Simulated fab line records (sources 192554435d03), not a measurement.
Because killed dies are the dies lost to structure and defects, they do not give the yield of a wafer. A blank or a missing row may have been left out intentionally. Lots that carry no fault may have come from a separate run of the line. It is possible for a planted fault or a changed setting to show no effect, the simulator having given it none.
Matching of chambers :: flow n5 finfet :: 3 sister chambers for N5_BEOL_M2_PRE_CLEAN_60 on cvd co-01
The step time 15 s. 3 wafers are shown with their chamber, then 7 later ones without.

## WAFERS WITH THEIR CHAMBER
wafer: L316.6
chamber: 0
heater power w (W): 78

wafer: L329.1
chamber: 2
heater power w (W): 89

wafer: L329.4
chamber: 1
heater power w (W): 150

## WAFERS WITH NO CHAMBER GIVEN
wafer: L329.5
heater power w (W): 75

wafer: L334.1
heater power w (W): 151

wafer: L334.2
heater power w (W): 77

wafer: L334.4
heater power w (W): 88

wafer: L335.2
heater power w (W): 147

wafer: L335.4
heater power w (W): 90

wafer: L335.5
heater power w (W): 78

## EACH ONE'S CHAMBER
wafer: L329.5
from the rows above: 0
in truth: 0

wafer: L334.1
from the rows above: 1
in truth: 1

wafer: L334.2
from the rows above: 0
in truth: 0

wafer: L334.4
from the rows above: 2
in truth: 2

wafer: L335.2
from the rows above: 1
in truth: 1

wafer: L335.4
from the rows above: 2
in truth: 2

wafer: L335.5
from the rows above: 0
in truth: 0
Placed correctly: 7 of 7. Left unplaced by these rows: 0. Number placed wrongly: 0.
How it was worked out, from the rows above alone: a wafer's distance from a chamber is the root of the sum, over the readings, of the square of ((its reading less the chamber's mean) divided by the reading's scatter). The wafer belongs to the nearest chamber; if the next one is less than 2 further off, it can't be placed. The mean given for a chamber averages the wafers shown for that chamber. The scatter: root of mean squared gap, hidden wafer to nearest shown wafer, with one shown wafer a chamber.
